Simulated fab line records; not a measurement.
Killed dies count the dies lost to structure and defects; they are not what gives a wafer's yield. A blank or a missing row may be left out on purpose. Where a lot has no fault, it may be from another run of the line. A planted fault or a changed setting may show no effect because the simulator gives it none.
fab line records	flow n5Finfet
record lots=7	wafers=39
route steps=1938 shown FIN_SAQP@96 SD_EPI_P@321 MOL_CONTACT_COAG@608 BEOL_M0_SAQP@676 BEOL_M0_CUTY@711 BEOL_M0@715
startH: the number of hours between the record's first day and the start of the first shown wafer of the lot	waitH: hours elapsed since this lot's preceding step	" identical to the entry in the row above	L1.1+2: several wafers, shown together as one row	- value missing, or start not given	* or withheld: withheld	< > ~ a bound
route shown NAME@n: a module of which the file shows steps, and the number in the route of the first	usual: mean/standard deviation of fault-free wafers	same: alike in all rows	chamber/n: place in a boat	sites: readings site by site	_std_site: standard deviation of those values	_edge_site: outer sites' mean less inner sites'	radiusMm: for every site, how far away it sits from the centre of the wafer	mask NAME#n: copy n	behind: the last tool/chamber to shape the wafer	hold: what put the lot on hold/how long, in hours/how the hold closed	device: transistor that didn't switch, given as n, p or np	end of line: the same wafers' tests at the end of the route	step lacking rows: just its recipe	killed: not the wafer's yield, but the dies lost to structure and defects at the first sort	map: shows each die of a wafer: x if killed, . if not, _ if none is there
set.NAME: the setting the step ran with; set.NAME@STEP: the setting that earlier step ran with	model.NAME: the simulator's own value behind a step, which no gauge read
lots run with intentionally changed settings; tables by step, rows by wafer
## steps
# step N5_FIN_SAQP_HM_DEP_03
# recipe material=SiNx	targetThkA=380	tempC=400	precursor=SiH4/NH3/N2	pressureTorr=1.5	rfW=300	timeS=33.6
lot.wafer	tool	chamber	startH	waitH	set.targetThkA	model.SiNx_of_FIN_SAQP_HM_DEP_03.thkNm
L074.1	pecvd-04	0	20.49	0.2	380	37.73
L074.2	"	1	"	"	231.9	22.87
L074.3	"	0	"	"	231.9	23.65
L074.4	"	1	"	"	380	37.91
L074.5	"	1	"	"	380	38.03
L074.6	"	0	"	"	231.9	23.62
L076.1	pecvd-01	0	32.56	0.2	380	36.72
L076.2	"	2	"	"	230.7	23.17
L076.3	"	1	"	"	380	38.08
L076.4	"	2	"	"	380	38.35
L076.5	"	0	"	"	230.7	22.93
L076.6	"	1	"	"	230.7	23.32
L079.1	pecvd-01	0	51.42	0.2	542.1	54.15
L079.2	"	2	"	"	542.1	54.21
L079.3	"	1	"	"	542.1	54.38
L079.4	"	2	"	"	380	38.63
L079.5	"	1	"	"	380	38.82
L079.6	"	0	"	"	380	38.15
L087.1	pecvd-04	2	101.50	0.2	165.9	15.84
L087.2	"	0	"	"	380	37.65
L087.3	"	1	"	"	380	37.71
L087.4	"	1	"	"	165.9	16.49
L087.5	"	2	"	"	165.9	15.65
L087.6	"	0	"	"	380	38.07
L090.1	pecvd-01	2	116.75	0.2	380	37.8
L090.2	"	0	"	"	380	37.82
L090.3	"	1	"	"	380	37.56
L090.4	"	1	"	"	380	38.12
L090.5	"	2	"	"	380	38.09
L090.6	"	0	"	"	380	38.14
L091.3	pecvd-03	1	122.91	0.1	380	37.42
L091.4	"	2	"	"	380	38.34
L091.5	"	0	"	"	380	38.23
L092.1	pecvd-03	0	129.51	0.2	454.8	44.8
L092.2	"	1	"	"	380	37.73
L092.3	"	2	"	"	380	37.31
L092.4	"	2	"	"	454.8	45.44
L092.5	"	1	"	"	380	38.28
L092.6	"	0	"	"	454.8	45.84
# step N5_FIN_SAQP_THK_MEAS_05
# usual thkNm=38.0/0.5
lot.wafer	tool	chamber	startH	waitH	set.targetThkA@FIN_SAQP_HM_DEP_03	thkNm
L074.1	filmMetro-02	-	20.60	0.1	380	37.7
L074.2	"	-	"	"	231.9	22.9
L074.3	"	-	"	"	231.9	23.6
L074.4	"	-	"	"	380	37.9
L074.5	"	-	"	"	380	38.0
L074.6	"	-	"	"	231.9	23.6
L076.1	filmMetro-01	-	32.65	0.1	380	36.8
L076.2	"	-	"	"	230.7	23.1
L076.3	"	-	"	"	380	38.1
L076.4	"	-	"	"	380	38.3
L076.5	"	-	"	"	230.7	23.0
L076.6	"	-	"	"	230.7	23.3
L079.1	filmMetro-01	-	51.51	0.1	542.1	54.1
L079.2	"	-	"	"	542.1	54.2
L079.3	"	-	"	"	542.1	54.3
L079.4	"	-	"	"	380	38.6
L079.5	"	-	"	"	380	38.8
L079.6	"	-	"	"	380	38.2
L087.1	filmMetro-02	-	101.59	0.1	165.9	15.8
L087.2	"	-	"	"	380	37.7
L087.3	"	-	"	"	380	37.7
L087.4	"	-	"	"	165.9	16.5
L087.5	"	-	"	"	165.9	15.7
L087.6	"	-	"	"	380	38.0
L090.1	filmMetro-02	-	116.84	0.1	380	37.8
L090.2	"	-	"	"	380	37.8
L090.3	"	-	"	"	380	37.5
L090.4	"	-	"	"	380	38.2
L090.5	"	-	"	"	380	38.1
L090.6	"	-	"	"	380	38.2
L091.3	filmMetro-01	-	123.00	0.1	380	37.4
L091.4	"	-	"	"	380	38.4
L091.5	"	-	"	"	380	38.3
L092.1	filmMetro-01	-	129.60	0.1	454.8	44.8
L092.2	"	-	"	"	380	37.7
L092.3	"	-	"	"	380	37.3
L092.4	"	-	"	"	454.8	45.5
L092.5	"	-	"	"	380	38.2
L092.6	"	-	"	"	454.8	45.9
# step N5_FIN_SAQP_PECVD_47
# recipe material=a-Si	targetThkA=450	tempC=400	precursor=SiH4/He	pressureTorr=3	rfW=100	timeS=36.3
# step N5_FIN_SAQP_PECVD_48
# recipe material=SiNx	targetThkA=250	tempC=400	precursor=SiH4/NH3/N2	pressureTorr=1.5	rfW=300	timeS=22.1
# step N5_FIN_SAQP_MANDREL2_REMOVE_60
# recipe chemistry=HBr/Cl2/O2	btTimeS=10	target=a-Si	stopOn=SiNx	endpoint=OES-SiCl	overEtchFrac=1	icpW=600	biasW=22	HBr_flow_sccm=150	Cl2_flow_sccm=80	O2_flow_sccm=5	pressureMtorr=10
# step N5_FIN_SAQP_HM_OPEN_33
# recipe chemistry=CH3F/O2	target=SiNx	maskMaterial=SiO2	targetDepthA=494	timeS=70.6	pressureMtorr=30	sourceW=395	biasW=73	Ar_flow_sccm=150	CH3F_flow_sccm=30	O2_flow_sccm=20	ionEnergyEv=120	ends=cleared
# usual etchRfOnTimeS=70.2/1.8
lot.wafer	tool	chamber	startH	waitH	set.targetThkA@FIN_SAQP_HM_DEP_03	etchRfOnTimeS	model.etch.depthNm
L074.1	rieDiel-02	0	27.28	0.0	380	69.7	37.11
L074.2	"	2	"	"	231.9	40.5	22.25
L074.3	"	3	"	"	231.9	45.1	23.02
L074.4	"	1	"	"	380	71.6	37.15
L074.5	"	2	"	"	380	68.9	37.4
L074.6	"	1	"	"	231.9	43.8	22.86
L076.1	rieDiel-02	2	37.90	0.0	380	66.3	36.03
L076.2	"	3	"	"	230.7	43.6	22.34
L076.3	"	1	"	"	380	71.5	37.36
L076.4	"	0	"	"	380	69.3	37.66
L076.5	"	1	"	"	230.7	42.3	22.21
L076.6	"	0	"	"	230.7	42.0	22.62
L079.1	rieDiel-05	1	56.74	0.0	542.1	100.2	53.43
L079.2	"	3	"	"	542.1	96.6	53.52
L079.3	"	2	"	"	542.1	100.7	53.68
L079.4	"	0	"	"	380	70.5	37.79
L079.5	"	2	"	"	380	70.9	37.98
L079.6	"	1	"	"	380	70.6	37.45
L087.1	rieDiel-05	2	106.03	0.0	165.9	28.6	15
L087.2	"	1	"	"	380	70.8	36.92
L087.3	"	0	"	"	380	69.8	37.02
L087.4	"	0	"	"	165.9	29.7	15.76
L087.5	"	2	"	"	165.9	28.1	14.96
L087.6	"	1	"	"	380	70.5	37.23
L090.1	rieDiel-04	1	121.26	0.0	380	69.2	37.17
L090.2	"	2	"	"	380	70.6	37.19
L090.3	"	0	"	"	380	68.4	36.93
L090.4	"	1	"	"	380	69.4	37.37
L090.5	"	0	"	"	380	69.6	37.47
L090.6	"	2	"	"	380	71.1	37.51
L091.3	rieDiel-02	0	127.70	0.0	380	69.4	36.79
L091.4	"	1	"	"	380	72.4	37.71
L091.5	"	0	"	"	380	70.6	37.6
L092.1	rieDiel-02	0	134.53	0.2	454.8	83.0	44.17
L092.2	"	3	"	"	380	71.8	37.1
L092.3	"	2	"	"	380	67.7	36.63
L092.4	"	2	"	"	454.8	83.3	44.81
L092.5	"	0	"	"	380	71.3	37.66
L092.6	"	3	"	"	454.8	87.6	45.21
# step N5_SD_EPI_P_EPI_21
# recipe material=SiGe:B	dopant=B	tempC=550	pressureTorr=20	ambient=H2	timeS=355
lot.wafer	tool	chamber	startH	waitH	set.epiGrowthTimeS	model.SiGe-B_of_SD_EPI_P_EPI_21.thkNm
L074.1	epiRpcvd-01	0	56.78	0.1	355	61.4
L074.2	"	0	"	"	355	60.4
L074.3	"	0	"	"	499.6	77.4
L074.4	"	0	"	"	499.6	78.2
L074.5	"	0	"	"	355	61
L074.6	"	0	"	"	499.6	77
L076.1	epiRpcvd-02	0	72.06	0.1	561.1	81.8
L076.2	"	0	"	"	561.1	82.4
L076.3	"	0	"	"	561.1	82.6
L076.4	"	0	"	"	355	59.6
L076.5	"	0	"	"	355	60.8
L076.6	"	0	"	"	355	60.6
L079.1	epiRpcvd-01	0	84.72	0.1	355	62.2
L079.2	"	0	"	"	355	62
L079.3+6	"	0	"	"	355	61.8
L079.4	"	0	"	"	355	61.2
L079.5	"	0	"	"	355	60.6
L087.1+5	epiRpcvd-02	0	137.82	0.2	355	62
L087.2	"	0	"	"	355	62.2
L087.3+6	"	0	"	"	355	61.6
L087.4	"	0	"	"	355	61.2
L090.1	epiRpcvd-04	0	150.78	0.1	355	61.4
L090.2+5	"	0	"	"	152.4	28.4
L090.3	"	0	"	"	152.4	28.6
L090.4	"	0	"	"	355	61
L090.6	"	0	"	"	355	61.2
L091.3	epiRpcvd-02	0	156.44	1.1	355	61.8
L091.4	"	0	"	"	355	62.4
L091.5	"	0	"	"	355	62
L092.1+5	epiRpcvd-02	0	169.12	0.1	355	61.4
L092.2	"	0	"	"	355	61.2
L092.3	"	0	"	"	498.4	77.4
L092.4	"	0	"	"	498.4	78
L092.6	"	0	"	"	498.4	76.6
# step N5_SD_EPI_P_EPI_MEAS_23
# recipe mode=xrd
# usual thkNm=61.1/1.2
lot.wafer	tool	chamber	startH	waitH	set.epiGrowthTimeS@SD_EPI_P_EPI_21	thkNm
L074.1	filmMetro-02	-	58.97	1.8	355	62.4
L074.2	"	-	"	"	355	60.4
L074.3	"	-	"	"	499.6	77.3
L074.4	"	-	"	"	499.6	77.5
L074.5	"	-	"	"	355	60.3
L074.6	"	-	"	"	499.6	75.1
L076.1	filmMetro-02	-	74.25	1.8	561.1	82.6
L076.2	"	-	"	"	561.1	82.3
L076.3	"	-	"	"	561.1	83.5
L076.4	"	-	"	"	355	59.1
L076.5	"	-	"	"	355	62.5
L076.6	"	-	"	"	355	60.5
L079.1	filmMetro-02	-	86.92	1.8	355	63.3
L079.2	"	-	"	"	355	61.6
L079.3	"	-	"	"	355	61.4
L079.4	"	-	"	"	355	59.5
L079.5	"	-	"	"	355	59.7
L079.6	"	-	"	"	355	60.8
L087.1	filmMetro-01	-	140.73	2.4	355	63.3
L087.2	"	-	"	"	355	62.4
L087.3	"	-	"	"	355	63.4
L087.4	"	-	"	"	355	60.7
L087.5	"	-	"	"	355	60.5
L087.6	"	-	"	"	355	59.1
L090.1	filmMetro-01	-	152.98	1.8	355	61.4
L090.2	"	-	"	"	152.4	28.7
L090.3	"	-	"	"	152.4	27.1
L090.4	"	-	"	"	355	62.6
L090.5	"	-	"	"	152.4	28.1
L090.6	"	-	"	"	355	60.2
L091.3	filmMetro-01	-	158.40	1.5	355	60.8
L091.4	"	-	"	"	355	62.2
L091.5	"	-	"	"	355	62.4
L092.1	filmMetro-01	-	171.31	1.8	355	59.6
L092.2	"	-	"	"	355	58.7
L092.3	"	-	"	"	498.4	77.5
L092.4	"	-	"	"	498.4	79.7
L092.5	"	-	"	"	355	62.9
L092.6	"	-	"	"	498.4	76.4
# step N5_MOL_CONTACT_COAG_ALD_133
# recipe material=SiO2	targetThkA=50	tempC=100	aldPrecursorFamily=BDEAS	aldCoReactant=O2-plasma	pulseTimeS=1	coReactantPulseTimeS=1	purgeTimeS=2	coReactantPurgeTimeS=2	aldCycles=35	pressureTorr=2
lot.wafer	tool	chamber	startH	waitH	set.aldCycles	model.SiO2_of_MOL_CONTACT_COAG_ALD_133.thkNm
L074.1+3+5	aldSin-03	0,2,2	106.42	0.1	35	5
L074.2+4+6	"	1,3,1	"	"	51	7.2
L076.1+2+3+4+5+6	aldSin-01	1,2,0,3,1,0	114.68	0.1	35	5
L079.1+2+4	aldSin-01	0,2,1	132.17	0.3	35	5
L079.3+5+6	"	3,0,1	"	"	42	6
L087.1+5	aldSin-01	3,2	182.06	0.3	44	6.2
L087.2+4+6	"	2,0,1	"	"	35	5
L087.3	"	1	"	"	44	6.4
L090.1+3+5	aldSin-04	0,2,3	196.96	0.2	35	5
L090.2+4+6	"	3,0,2	"	"	55	7.8
L091.3+4+5	aldSin-01	2,1,1	199.74	0.1	35	5
L092.1+2+3+4+5+6	aldSin-03	1,0,2,3,0,1	214.17	0.5	35	5
# step N5_BEOL_M0_SAQP_SPACER2_ALD_26
# recipe material=SiO2	targetThkA=150	tempC=300	aldPrecursorFamily=BDEAS	aldCoReactant=O2-plasma	pulseTimeS=1	purgeTimeS=2	coReactantPurgeTimeS=2	pressureTorr=2
lot.wafer	tool	chamber	startH	waitH	set.targetThkA	model.SiO2_of_BEOL_M0_SAQP_SPACER2_ALD_26.thkNm
L074.1+2+3+4+5+6	aldSin-03	2,3,1,0,0,3	116.97	0.1	150	15
L076.1+2+6	aldSin-04	1,2,3	123.37	0.1	150	15
L076.3+4	"	3,0	"	"	200.4	20
L076.5	"	2	"	"	200.4	20.2
L079.1+5+6	aldSin-04	2,3,0	141.38	0.1	150	15
L079.2	"	0	"	"	70.49	7.2
L079.3+4	"	1,3	"	"	70.49	7
L087.1+4	aldSin-04	2	194.23	0.1	116.8	11.6
L087.2	"	0	"	"	116.8	11.8
L087.3+5+6	"	3,3,0	"	"	150	15
L090.1+4+5	aldSin-03	1,0,3	208.23	2.4	150	15
L090.2+3+6	"	3,2,2	"	"	208.5	20.8
L091.3+4+5	aldSin-02	3,2,1	211.45	0.1	150	15
L092.1+5	aldSin-04	1	225.22	0.1	150	15.2
L092.2	"	3	"	"	150	14.8
L092.3+4+6	"	0,2,2	"	"	150	15
# step N5_BEOL_M0_SAQP_SPACER2_ETCHBACK_27
# recipe chemistry=CHF3/O2	mode=anisotropicEtchback	target=SiO2	targetDepthA=225	timeS=11.25	pressureMtorr=30	sourceW=650	biasW=170	Ar_flow_sccm=200	CHF3_flow_sccm=50	O2_flow_sccm=5	ionEnergyEv=200
# step N5_BEOL_M0_SAQP_MANDREL2_REMOVE_110
# recipe chemistry=HBr/Cl2/O2	btTimeS=10	target=a-Si	stopOn=SiCN	endpoint=OES-SiCl	overEtchFrac=1	icpW=600	biasW=30	HBr_flow_sccm=150	Cl2_flow_sccm=80	O2_flow_sccm=5	pressureMtorr=10
lot.wafer	tool	chamber	startH	waitH	set.targetThkA@BEOL_M0_SAQP_SPACER2_ALD_26	model.BEOL_M0_SAQP.cdNm	model.SiO2_of_BEOL_M0_SAQP_SPACER2_ALD_26.thkNm
L074.1	rieSi-06	2	117.66	0.1	150	14.8	10.6
L074.2+3+4+5+6	"	3,0,1,3,2	"	"	150	15	10.6
L076.1	rieSi-06	0	124.01	0.1	150	15.2	10.6
L076.2+6	"	2,3	"	"	150	15	10.6
L076.3	"	3	"	"	200.4	20	15.6
L076.4	"	1	"	"	200.4	20.2	15.6
L076.5	"	2	"	"	200.4	20.2	15.8
L079.1+6	rieSi-01	1,0	142.15	0.1	150	15.2	10.6
L079.2+4	"	2,0	"	"	70.49	7.2	3.2
L079.3	"	3	"	"	70.49	6.8	3.2
L079.5	"	3	"	"	150	15	10.6
L087.1	rieSi-04	2	194.87	0.1	116.8	11.8	7.2
L087.2	"	1	"	"	116.8	11.8	7.4
L087.3	"	0	"	"	150	14.8	10.6
L087.4	"	3	"	"	116.8	11.6	7.2
L087.5+6	"	2,3	"	"	150	15	10.6
L090.1	rieSi-06	3	208.87	0.1	150	15	10.6
L090.2+3+6	"	1,2,0	"	"	208.5	20.6	16.4
L090.4+5	"	0,3	"	"	150	14.8	10.6
L091.3	rieSi-04	2	212.09	0.1	150	15.2	10.6
L091.4+5	"	0,3	"	"	150	14.8	10.6
L092.1	rieSi-04	2	225.95	0.1	150	15.4	10.8
L092.2	"	0	"	"	150	14.8	10.4
L092.3	"	1	"	"	150	15.2	10.6
L092.4+6	"	3	"	"	150	14.8	10.6
L092.5	"	2	"	"	150	15.4	10.6
# step N5_BEOL_M0_SAQP_CD_MEAS_29
# recipe targetCdNm=14.4	landingEnergyEv=1000	detector=seInlens
# usual cdNm=14.96/0.26
lot.wafer	tool	chamber	startH	waitH	set.targetThkA@BEOL_M0_SAQP_SPACER2_ALD_26	cdNm
L074.1	cdSem-02	0	117.77	0.1	150	15.15
L074.2	"	0	"	"	150	14.94
L074.3	"	0	"	"	150	15.14
L074.4	"	0	"	"	150	14.60
L074.5	"	0	"	"	150	15.06
L074.6	"	0	"	"	150	15.30
L076.1	cdSem-01	0	124.12	0.1	150	15.12
L076.2	"	0	"	"	150	14.93
L076.3	"	0	"	"	200.4	20.10
L076.4	"	0	"	"	200.4	20.24
L076.5	"	0	"	"	200.4	19.89
L076.6	"	0	"	"	150	14.98
L079.1	cdSem-02	0	142.26	0.1	150	15.21
L079.2	"	0	"	"	70.49	7.06
L079.3	"	0	"	"	70.49	6.56
L079.4	"	0	"	"	70.49	7.07
L079.5	"	0	"	"	150	14.93
L079.6	"	0	"	"	150	15.08
L087.1	cdSem-03	0	194.98	0.1	116.8	11.73
L087.2	"	0	"	"	116.8	11.68
L087.3	"	0	"	"	150	14.92
L087.4	"	0	"	"	116.8	11.58
L087.5	"	0	"	"	150	15.04
L087.6	"	0	"	"	150	14.65
L090.1	cdSem-01	0	208.98	0.1	150	15.14
L090.2	"	0	"	"	208.5	20.44
L090.3	"	0	"	"	208.5	20.12
L090.4	"	0	"	"	150	15.05
L090.5	"	0	"	"	150	14.54
L090.6	"	0	"	"	208.5	20.50
L091.3	cdSem-03	0	212.21	0.1	150	14.95
L091.4	"	0	"	"	150	14.73
L091.5	"	0	"	"	150	14.91
L092.1	cdSem-02	0	226.06	0.1	150	15.61
L092.2	"	0	"	"	150	14.61
L092.3	"	0	"	"	150	15.04
L092.4	"	0	"	"	150	14.79
L092.5	"	0	"	"	150	15.61
L092.6	"	0	"	"	150	14.66
# step N5_BEOL_M0_SAQP_COAT_69
# recipe resist=SOC	tempC=250	timeS=60	spinRpm=1500	resistThkNm=90
# step N5_BEOL_M0_SAQP_COAT_72
# recipe resist=SiARC	tempC=220	timeS=60	spinRpm=1500	resistThkNm=15
# step N5_BEOL_M0_CUTY_DESCUM_61
# recipe chemistry=O2	timeS=7.9	sourcePowerW=50	biasPowerW=20	pressureMtorr=20	rfFrequencyHz=2.712e+07	tempC=40	resist=CAR-ArF-block	o2FlowSccm=225
# step N5_BEOL_M0_CUTY_ETCH_62
# recipe chemistry=CF4	target=SiARC	maskMaterial=CAR-ArF-block	timeS=58.5	ionEnergyEv=80	pressureMtorr=40	sourceW=545	biasW=36	Ar_flow_sccm=100	cf4FlowSccm=100	ends=cleared
# step N5_BEOL_M0_CUTY_ETCH_63
# recipe chemistry=N2/H2	target=SOC	targetDepthA=827	overetchA=165	maskMaterial=SiARC	tempC=40	ionEnergyEv=200	timeS=124	pressureMtorr=30	sourceW=840	biasW=150	n2FlowSccm=200	h2FlowSccm=200
lot.wafer	tool	chamber	startH	waitH	set.targetThkA@BEOL_M0_SAQP_SPACER2_ALD_26	model.SiO2_of_BEOL_M0_SAQP_SPACER2_ALD_26.thkNm
L074.1+3+4+6	rieDiel-02	1,0,2,0	120.00	0.0	150	7.2
L074.2+5	"	3	"	"	150	7.4
L076.1+2	rieDiel-02	2,0	127.37	0.0	150	7.2
L076.3+4+5	"	1,3,3	"	"	200.4	12.4
L076.6	"	2	"	"	150	7
L079.1+5	rieDiel-02	2,0	144.61	0.0	150	7.2
L079.2	"	0	"	"	70.49	1.6
L079.3+4	"	3,2	"	"	70.49	1.4
L079.6	"	3	"	"	150	7.4
L087.1	rieDiel-04	2	197.28	0.0	116.8	4
L087.2+4	"	0	"	"	116.8	3.8
L087.3+5	"	3	"	"	150	7.2
L087.6	"	2	"	"	150	7.4
L090.1+4+5	rieDiel-04	3,0,3	211.13	0.0	150	7.2
L090.2+6	"	2	"	"	208.5	13
L090.3	"	0	"	"	208.5	12.8
L091.3+4+5	rieDiel-04	3,2,0	214.25	0.0	150	7.2
L092.1+5	rieDiel-05	1,2	227.84	0.0	150	7.4
L092.2+6	"	3	"	"	150	6.8
L092.3+4	"	0,2	"	"	150	7.2
# step N5_BEOL_M0_CUTY_STRIP_64
# recipe chemistry=N2/H2	tempC=40	n2FlowSccm=200	h2FlowSccm=200	rfFrequencyHz=6e+07
# step N5_BEOL_M0_ETCH_138
# recipe chemistry=CH3F/O2	targetDepthA=120	target=SiCN	timeS=31.6	ionEnergyEv=120	pressureMtorr=30	sourceW=395	biasW=75	Ar_flow_sccm=150	CH3F_flow_sccm=30	O2_flow_sccm=20	ends=cleared
lot.wafer	tool	chamber	startH	waitH	set.targetThkA@BEOL_M0_SAQP_SPACER2_ALD_26	model.SiO2_of_BEOL_M0_SAQP_SPACER2_ALD_26.thkNm
L074.1+4+6	rieDiel-02	1,2,0	120.12	0.0	150	5.2
L074.2+3+5	"	3,0,3	"	"	150	5.4
L076.1	rieDiel-02	2	127.50	0.0	150	5.4
L076.2	"	0	"	"	150	5.2
L076.3+4	"	1,3	"	"	200.4	10.4
L076.5	"	3	"	"	200.4	10.6
L076.6	"	2	"	"	150	5
L079.1+6	rieDiel-02	2,3	144.73	0.0	150	5.4
L079.2+3+4	"	0,3,2	"	"	70.49	0.8
L079.5	"	0	"	"	150	5.2
L087.1+2	rieDiel-04	2,0	197.40	0.0	116.8	2
L087.3+5	"	3	"	"	150	5.2
L087.4	"	0	"	"	116.8	1.8
L087.6	"	2	"	"	150	5.4
L090.1+4+5	rieDiel-04	3,0,3	211.26	0.0	150	5.2
L090.2+6	"	2	"	"	208.5	11
L090.3	"	0	"	"	208.5	10.8
L091.3+4+5	rieDiel-04	3,2,0	214.38	0.0	150	5.2
L092.1+5	rieDiel-05	1,2	227.96	0.0	150	5.4
L092.2+6	"	3	"	"	150	4.8
L092.3+4	"	0,2	"	"	150	5.2
# step N5_BEOL_M0_HM_OPEN_105
# recipe chemistry=Cl2/BCl3	targetDepthA=120	target=TiN	ionEnergyEv=150	pressureMtorr=10	icpW=1000	biasW=126	Cl2_flow_sccm=53.25	bcl3FlowSccm=21.75	Ar_flow_sccm=25
lot.wafer	tool	chamber	startH	waitH	set.targetThkA@BEOL_M0_SAQP_SPACER2_ALD_26	model.SiO2_of_BEOL_M0_SAQP_SPACER2_ALD_26.thkNm
L074.1+3+4	rieMetal-02	0,0,1	122.00	1.8	150	2.8
L074.2+5+6	"	1,0,1	"	"	150	3
L076.1	rieMetal-01	1	127.79	0.3	150	3
L076.2	"	0	"	"	150	2.8
L076.3+4+5	"	0,1,0	"	"	200.4	8
L076.6	"	1	"	"	150	2.6
L079.1+5	rieMetal-02	0	145.54	0.8	150	2.8
L079.2+3+4	"	0	"	"	70.49	0.4
L079.6	"	0	"	"	150	3
L087.1+2	rieMetal-03	0,1	197.52	0.1	116.8	1
L087.3	"	1	"	"	150	2.8
L087.4	"	0	"	"	116.8	0.8
L087.5+6	"	0,1	"	"	150	3
L090.1+4+5	rieMetal-01	1,1,0	211.44	0.1	150	2.8
L090.2+6	"	0,1	"	"	208.5	8.6
L090.3	"	0	"	"	208.5	8.4
L091.3	rieMetal-01	1	214.85	0.4	150	2.6
L091.4+5	"	0	"	"	150	2.8
L092.1+3+4+5	rieMetal-03	1,0,1,1	231.80	3.8	150	3
L092.2+6	"	0	"	"	150	2.6
## key
split step=N5_FIN_SAQP_HM_DEP_03	setting=targetThkA	stated=380	by=wafer
response step=N5_FIN_SAQP_HM_DEP_03	reading=model.SiNx_of_FIN_SAQP_HM_DEP_03.thkNm	change=+0.377	per=1%	r=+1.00
response step=N5_FIN_SAQP_THK_MEAS_05	reading=thkNm	change=*	per=1%	r=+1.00
response step=N5_FIN_SAQP_HM_OPEN_33	reading=etchRfOnTimeS	change=*	per=1%	r=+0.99
response step=N5_FIN_SAQP_HM_OPEN_33	reading=model.etch.depthNm	change=+0.378	per=1%	r=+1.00
split step=N5_SD_EPI_P_EPI_21	setting=epiGrowthTimeS	stated=355	by=wafer
response step=N5_SD_EPI_P_EPI_21	reading=model.SiGe-B_of_SD_EPI_P_EPI_21.thkNm	change=+0.45	per=1%	r=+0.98
response step=N5_SD_EPI_P_EPI_MEAS_23	reading=thkNm	change=*	per=1%	r=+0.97
split step=N5_MOL_CONTACT_COAG_ALD_133	setting=aldCycles	stated=35	by=wafer
response step=N5_MOL_CONTACT_COAG_ALD_133	reading=model.SiO2_of_MOL_CONTACT_COAG_ALD_133.thkNm	change=+0.0488	per=1%	r=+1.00
split step=N5_BEOL_M0_SAQP_SPACER2_ALD_26	setting=targetThkA	stated=150	by=wafer
response step=N5_BEOL_M0_SAQP_SPACER2_ALD_26	reading=model.SiO2_of_BEOL_M0_SAQP_SPACER2_ALD_26.thkNm	change=+0.15	per=1%	r=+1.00
response step=N5_BEOL_M0_SAQP_MANDREL2_REMOVE_110	reading=model.BEOL_M0_SAQP.cdNm	change=+0.15	per=1%	r=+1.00
response step=N5_BEOL_M0_SAQP_MANDREL2_REMOVE_110	reading=model.SiO2_of_BEOL_M0_SAQP_SPACER2_ALD_26.thkNm	change=+0.145	per=1%	r=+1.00
response step=N5_BEOL_M0_SAQP_CD_MEAS_29	reading=cdNm	change=+0.149	per=1%	r=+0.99
response step=N5_BEOL_M0_CUTY_ETCH_63	reading=model.SiO2_of_BEOL_M0_SAQP_SPACER2_ALD_26.thkNm	change=+0.132	per=1%	r=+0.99
response step=N5_BEOL_M0_ETCH_138	reading=model.SiO2_of_BEOL_M0_SAQP_SPACER2_ALD_26.thkNm	change=+0.12	per=1%	r=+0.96
response step=N5_BEOL_M0_HM_OPEN_105	reading=model.SiO2_of_BEOL_M0_SAQP_SPACER2_ALD_26.thkNm	shape=bent	atLowest=0.4	atStated=2.852	atHighest=8.533
